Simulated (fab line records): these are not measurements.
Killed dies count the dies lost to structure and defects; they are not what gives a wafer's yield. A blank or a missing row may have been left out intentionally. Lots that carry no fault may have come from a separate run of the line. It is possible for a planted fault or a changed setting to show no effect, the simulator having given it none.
Problem report in the 8D (eight disciplines) form, filled by code -- flow n5-finfet -- the parts of the form that need people (team, actions taken, sign-off) are left out

1. WHAT IS WRONG
Wafers with no fault read 81 with a standard deviation of 24, whereas raw-defect-count at N5_BEOL_M2_INSPECT_59 reads a mean of 389 on 1 wafer of 1 lot. That puts it +13 standard deviations away from the usual mean.
The step: inspects for defects (darkfield).
First seen on wafer L416.5, day 9 02:54, on defect-inspect-01. The record holds 27 wafers of 9 lots with a number at this step. Rule for "out" (also "out of limits"): further than 4 standard deviations from the usual mean. Any other wafer with a number is counted as sound.

2. WHAT IT IS, WHAT IT ISN'T
question,is,is not
which readings at this step,raw-defect-count,-
which lots,L416,"L412, L415, L425, L428, L430, L431, L432, L435"
which wafers of those lots,L416.5,"L416.1, L416.6"
read on which gauges,defect-inspect-01,defect-inspect-02
when,from day 9 02:54,"up to then (8 sound wafers); but 18 sound wafers of L425, L428, L430, L431, L432, L435 came after"

3. THE SUSPECTS, EACH WITH WHAT RULES IT OUT
Counting: if a tool at a process step up to the reading ran every lot that is out, it stays a suspect. Sound lots after the first of them don't rule it out here, since some wafers of a struck lot are sound.
- ruled out: the gauge at N5_BEOL_M2_INSPECT_59. All the wafers that are out were read on defect-inspect-01, but those of them that N5_BEOL_M3_INSPECT_13 has rows for are out there too, on other tools.
- pvd-sputter-02 at N5_BEOL_M2_SPUTTER_90 (material Cu, target thk 4.5 nm, time 8.29 s): kept. It ran the lot that is out, L416 (day 9 01:07).
- pvd-sputter-02 at N5_BEOL_M2_ANNEAL_91 (time 240 s): kept. It ran the lot that is out, L416 (day 9 01:11).
- pvd-sputter-02 at N5_BEOL_M2_SPUTTER_96 (material Cu, target thk 4.5 nm, time 8.29 s): kept. It ran the lot that is out, L416 (day 9 01:46).
- cvd-co-02 at N5_BEOL_M2_PRE_CLEAN_60 (time 15 s): kept. It ran the lot that is out, L416 (day 9 02:36); its last sound lot up to then is L415 (day 8 10:01).
- Within cvd-co-02 at N5_BEOL_M2_PRE_CLEAN_60: the wafers that are out ran in chamber 0; their sound lot-mates ran in chamber 2.
Left after counting: pvd-sputter-02 at N5_BEOL_M2_SPUTTER_90, pvd-sputter-02 at N5_BEOL_M2_ANNEAL_91, pvd-sputter-02 at N5_BEOL_M2_SPUTTER_96, cvd-co-02 at N5_BEOL_M2_PRE_CLEAN_60.

4. THE CAUSE (what the simulator had put in)
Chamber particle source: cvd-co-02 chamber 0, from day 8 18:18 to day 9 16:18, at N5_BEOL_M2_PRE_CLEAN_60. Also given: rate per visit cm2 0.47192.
This tool is one of the 4 suspects left after counting.

5. THE EFFECT CHAIN, in route order
One row per reading whose mean, taken over the struck wafers that have a number, lies over 3 standard deviations from the usual. Only readings for which the record gives a usual standard deviation are gone through. hours: the time from each lot's start at the first step in this table that gives one to its start at this step, as a median over the lots. sigmas: the change in usual standard deviations.
hours,step,reading,usual,on struck wafers,change,sigmas
0,N5_BEOL_M2_INSPECT_59,raw-defect-count,81,389,+308,+13
1,N5_BEOL_M3_INSPECT_13,raw-defect-count,430,823,+393,+4.1
2,N5_BEOL_M3_INSPECT_30,raw-defect-count,427,788,+361,+3.8
144,N5_PASSIVATION_PROBE_49,defect-limited-yield,91.0 %,85.0,-6.0,-4.3
144,N5_PASSIVATION_PROBE_49,killed_at_M0_to_M3,36,133,+97,+9.7
144,N5_PASSIVATION_PROBE_49,killed-dies,106,177,+71,+4.4
144,N5_PASSIVATION_PROBE_49,sort_bin_5_function,5.2 %,9.0,+3.8,+4.2
144,N5_PASSIVATION_PROBE_49,sort-n-pass,1073,1003,-70,-4.1
144,N5_PASSIVATION_PROBE_49,sort-yield-pct,91.0 %,85.0,-6.0,-4.0
It contains these process steps:
- N5_PASSIVATION_PROBE_49
Later steps that measure or inspect, where all struck wafers having a row at the step show a number for every such reading and not one has moved that far: N5_BEOL_M4_RC_MEAS_101.

6. WHAT WOULD HAVE CAUGHT IT SOONER
Counted from the fault's start at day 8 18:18, it took 9 hours until the first out-of-limits reading at a measuring or inspecting step in this record, taken at day 9 02:54.
No tool reading at N5_BEOL_M2_PRE_CLEAN_60 that has a usual standard deviation in the record was out on any struck wafer, so an alarm limit of 4 standard deviations on those readings would not have fired.
All the lots that are out (1) had begun N5_BEOL_M2_PRE_CLEAN_60 on cvd-co-02 by day 9 02:54. Tool hold at that time: it would have spared none of them.
